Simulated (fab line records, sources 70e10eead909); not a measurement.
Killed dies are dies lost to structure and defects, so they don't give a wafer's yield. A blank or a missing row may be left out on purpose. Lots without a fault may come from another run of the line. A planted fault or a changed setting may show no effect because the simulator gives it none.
A struck lot beside a sound one | flow nand_harc | 14 steps out of a route of 1302
Sound: wafers L343.3, L343.4, L343.5. Struck: wafers L348.2, L348.5, L348.6. The cause comes at the end.
At each step with rows: each side's tool, then ch and its chambers, then its first start. Under that, the readings that differ: sound wafers | struck wafers | difference of the means | sigmas: that difference in standard deviations of wafers without a fault.
alike: readings whose means differ by less than 2 such deviations, and words and numbers that are the same on both sides. not compared: withheld readings, readings that some wafer has no value for, bounds like >300 that may hide the same value, and numbers for which the record gives no deviation and whose values overlap.
The two part at a step that has a row with sigmas, a row that says differs or no value, or rows on one side only. Numbers that don't overlap but have no deviation are shown without sigmas and don't part them. A reading that every wafer of one side lacks parts them only if that side has two wafers or more.

first, 1 step without rows for these wafers: NHARC_A_CHANNEL_FILL_D1_SRD_12.
NHARC_A_CHANNEL_FILL_D1_INSPECT_13:
  sound on defect_inspect-02, day 14 04:56; struck on defect_inspect-02, day 16 19:07
  alike: raw_defect_count
NHARC_A_DECK1_JOINT_ETCHBACK_07: etches the open film in HBr, target depth 105 nm, time 26.9 s.
  sound on rie_si-05 ch 2,3, day 14 05:00; struck on rie_si-05 ch 0,1,3, day 16 19:13
  alike: bias_w, drypump_motor_current_A, oes_product_au, throttle_valve_pct
  not compared: rf_hours_counter_h
then, 7 steps without rows for these wafers: NHARC_A_DECK1_JOINT_ETCH_25 (etches SiO2 in dHF, target depth 0.5 nm); NHARC_A_DECK1_JOINT_ETCH_19 (etches poly-Si in TMAH, target depth 3 nm); NHARC_A_DECK1_JOINT_ETCH_18 (etches SiO2 in dHF, target depth 3 nm); NHARC_A_DECK1_JOINT_WET_08 (chemistry H3PO4, time 86 s); NHARC_A_DECK1_JOINT_ETCH_09 (etches SiO2 in dHF, target depth 5 nm); NHARC_A_DECK1_JOINT_WET_10 (chemistry H3PO4, time 86 s); NHARC_A_DECK1_JOINT_ETCH_11 (etches SiO2 in dHF, target depth 35 nm).
NHARC_A_DECK1_JOINT_CVD_12: deposits poly-Si, target thk 90 nm, time 1800 s.
  sound on lpcvd_poly-04 ch 0, day 14 12:27; struck on lpcvd_poly-04, day 17 05:02
  no value came back on the struck wafers for pressure_mtorr (mTorr), run_length_s (s), zone_power_bottom_pct (%), zone_power_lower_pct (%); on the sound wafers pressure_mtorr (mTorr) reads 200.1 200.1 200.1
NHARC_A_DECK1_JOINT_CMP_13: polishes, target thk 51.023 nm.
  sound on cmp-01 ch 0,1,3, day 14 15:19; struck on cmp-04 ch 1,2,3, day 17 07:54
  reading                | sound        | struck | difference                    | sigmas
  time_to_endpoint_s (s) | 6.3 11.8 4.1 | - - -  | no value on the struck wafers |
  alike: motor_current_A
then, 1 step without rows for these wafers: NHARC_A_DECK1_JOINT_SRD_04.
-- the record jumps here: 13 days lie between the struck wafers' starts before and after (it left off in module A_DECK1_JOINT and takes up again in module END, whose first step shown is number 1302 of the route) --
NHARC_END_SORT_01:
  the record has rows for the struck wafers here (prober-02 ch 0, day 30 08:35) and none for the sound ones

WHERE THEY PART
First at NHARC_A_DECK1_JOINT_CVD_12; last, within this record, at NHARC_END_SORT_01.

WHY: what the simulator had put in
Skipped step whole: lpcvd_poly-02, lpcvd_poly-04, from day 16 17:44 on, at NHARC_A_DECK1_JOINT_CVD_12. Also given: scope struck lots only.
